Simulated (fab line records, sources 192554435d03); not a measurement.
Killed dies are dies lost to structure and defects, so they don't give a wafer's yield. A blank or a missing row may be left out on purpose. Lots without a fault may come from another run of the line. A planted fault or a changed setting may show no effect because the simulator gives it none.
Chamber matching | flow n5_finfet | N5_BEOL_M13_CMP_49 on cmp-01: 4 sister chambers
The step polishes, stops on SiOC, t overpolish 17.1 s, target thk 420 nm. 16 wafers are shown with their chamber, then 8 later ones without.

WAFERS WITH THEIR CHAMBER
wafer  | chamber | motor_current_A (A) | barrier_field_endpoint_s (s) | overpolish_run_s (s)
L074.3 | 1       | 6.3                 | 30.0                         | 17.104
L074.4 | 0       | 5.4                 | 29.7                         | 17.113
L074.5 | 0       | 5.1                 | 30.0                         | 17.105
L076.1 | 3       | 5.8                 | 30.6                         | 17.108
L076.4 | 0       | 5.1                 | 30.3                         | 17.094
L076.6 | 1       | 6.0                 | 30.1                         | 17.084
L080.1 | 0       | 5.5                 | 29.3                         | 17.086
L080.2 | 3       | 6.0                 | 30.7                         | 17.093
L080.5 | 2       | 6.5                 | 29.2                         | 17.096
L082.3 | 2       | 6.4                 | 30.1                         | 17.106
L082.5 | 0       | 5.4                 | 30.3                         | 17.098
L082.6 | 3       | 5.8                 | 31.0                         | 17.079
L087.3 | 2       | 6.5                 | 29.7                         | 17.095
L087.4 | 3       | 6.1                 | 30.0                         | 17.096
L087.6 | 1       | 6.2                 | 28.8                         | 17.119
L089.2 | 1       | 6.2                 | 29.9                         | 17.099

SIGNATURES (means of the wafers above)
reading                  | chamber 0 | chamber 1 | chamber 2 | chamber 3 | scatter within a chamber
motor_current_A          | 5.300     | 6.175     | 6.467     | 5.925     | 0.148
barrier_field_endpoint_s | 29.920    | 29.700    | 29.667    | 30.575    | 0.48
overpolish_run_s         | 17.09920  | 17.10150  | 17.09900  | 17.09400  | 0.0114
Rule: a wafer's distance from a chamber is the root of the sum, over the readings, of the square of ((its reading less the chamber's mean) divided by the reading's scatter). The wafer belongs to the nearest chamber; if the next one is less than 2 further off, it can't be placed. The scatter: the root of (the sum of the squares of (reading less its chamber's mean) over the shown wafers, divided by (wafers less chambers)).

WAFERS WITHOUT THEIR CHAMBER
wafer  | motor_current_A (A) | barrier_field_endpoint_s (s) | overpolish_run_s (s)
L089.4 | 6.4                 | 30.2                         | 17.088
L089.5 | 6.2                 | 30.7                         | 17.097
L097.1 | 6.4                 | 29.5                         | 17.090
L097.2 | 6.1                 | 30.2                         | 17.107
L097.6 | 6.9                 | 30.7                         | 17.088
L095.1 | 5.1                 | 30.9                         | 17.109
L095.4 | 6.2                 | 30.6                         | 17.105
L095.6 | 5.2                 | 31.3                         | 17.081

WHICH CHAMBER EACH WENT THROUGH
wafer  | from the rows above          | in truth
L089.4 | can't be placed: 2 or 1 or 3 | 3
L089.5 | can't be placed: 3 or 1 or 2 | 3
L097.1 | can't be placed: 2 or 1      | 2
L097.2 | can't be placed: 1 or 3 or 2 | 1
L097.6 | can't be placed: 2 or 1      | 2
L095.1 | 0                            | 0
L095.4 | can't be placed: 1 or 3 or 2 | 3
L095.6 | can't be placed: 0 or 3      | 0
Placed correctly: 1 of 8. Can't be placed from these rows: 7 (the true chamber is among the candidates in 7). Placed wrongly: 0.
